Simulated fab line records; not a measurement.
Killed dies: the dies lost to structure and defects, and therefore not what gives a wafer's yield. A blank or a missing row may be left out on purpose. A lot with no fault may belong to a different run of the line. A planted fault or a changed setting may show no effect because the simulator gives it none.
Chamber matching + flow n5_finfet + 4 sister chambers for N5_FIN_CUT_ETCH_21 on rie_diel-03
The step etches SOC in N2/H2, target depth 219 nm, overetch 43.8 nm, time 523.5 s. 16 wafers are shown with their chamber, then 8 later ones without.

## WAFERS, EACH WITH ITS CHAMBER
| wafer  | chamber | drypump_motor_current_A (A) | throttle_valve_pct (%) | showerhead_plenum_p_Torr (Torr) |
|--------|---------|-----------------------------|------------------------|---------------------------------|
| L075.3 | 3       | 5.7                         | 17.99                  | 2.54                            |
| L075.4 | 1       | 6.4                         | 18.15                  | 2.63                            |
| L075.6 | 3       | 5.7                         | 17.99                  | 2.54                            |
| L076.1 | 3       | 5.7                         | 17.99                  | 2.54                            |
| L076.3 | 0       | 6.1                         | 17.51                  | 2.51                            |
| L076.5 | 3       | 5.7                         | 17.99                  | 2.54                            |
| L081.3 | 0       | 6.0                         | 17.50                  | 2.51                            |
| L081.4 | 2       | 5.0                         | 17.81                  | 2.62                            |
| L081.5 | 0       | 6.1                         | 17.50                  | 2.51                            |
| L087.1 | 2       | 5.0                         | 17.82                  | 2.62                            |
| L087.4 | 3       | 5.7                         | 18.04                  | 2.53                            |
| L087.5 | 1       | 6.3                         | 18.18                  | 2.62                            |
| L089.1 | 1       | 6.3                         | 18.19                  | 2.61                            |
| L089.4 | 2       | 5.0                         | 17.82                  | 2.62                            |
| L089.6 | 2       | 5.0                         | 17.83                  | 2.62                            |
| L090.2 | 2       | 5.0                         | 17.83                  | 2.62                            |

SIGNATURES (averages over the wafers above)
| reading                  | chamber 0 | chamber 1 | chamber 2 | chamber 3 | scatter within a chamber |
|--------------------------|-----------|-----------|-----------|-----------|--------------------------|
| drypump_motor_current_A  | 6.067     | 6.333     | 5.000     | 5.700     | 0.0333                   |
| throttle_valve_pct       | 17.5033   | 18.1733   | 17.8220   | 18.0000   | 0.0164                   |
| showerhead_plenum_p_Torr | 2.5100    | 2.6200    | 2.6200    | 2.5380    | 0.00483                  |
Rule: for a wafer and a chamber, the distance is found by dividing, reading by reading, the gap between the wafer's reading and the chamber's mean by the reading's scatter, squaring, summing and taking the root. If the next closest chamber is less than 2 further off than the closest, the wafer can't be placed; otherwise it belongs to the closest. How the scatter is found: for the shown wafers, subtract from each reading the mean of its chamber, square and add these, divide the total by (wafers less chambers), then take the root.

## WAFERS WITHOUT THEIR CHAMBER
| wafer  | drypump_motor_current_A (A) | throttle_valve_pct (%) | showerhead_plenum_p_Torr (Torr) |
|--------|-----------------------------|------------------------|---------------------------------|
| L090.4 | 6.0                         | 17.55                  | 2.50                            |
| L090.5 | 6.0                         | 17.55                  | 2.50                            |
| L091.2 | 5.0                         | 17.82                  | 2.62                            |
| L091.5 | 6.3                         | 18.20                  | 2.61                            |
| L091.6 | 6.1                         | 17.55                  | 2.50                            |
| L095.1 | 6.3                         | 18.23                  | 2.61                            |
| L095.3 | 6.0                         | 17.57                  | 2.50                            |
| L095.4 | 6.3                         | 18.21                  | 2.61                            |

## EACH ONE'S CHAMBER
| wafer  | from the rows above | in truth |
|--------|---------------------|----------|
| L090.4 | 0                   | 0        |
| L090.5 | 0                   | 0        |
| L091.2 | 2                   | 2        |
| L091.5 | 1                   | 1        |
| L091.6 | 0                   | 0        |
| L095.1 | 1                   | 1        |
| L095.3 | 0                   | 0        |
| L095.4 | 1                   | 1        |
Placed correctly: 8 of 8. From these rows, 0 cannot be placed. 0 placed wrongly.
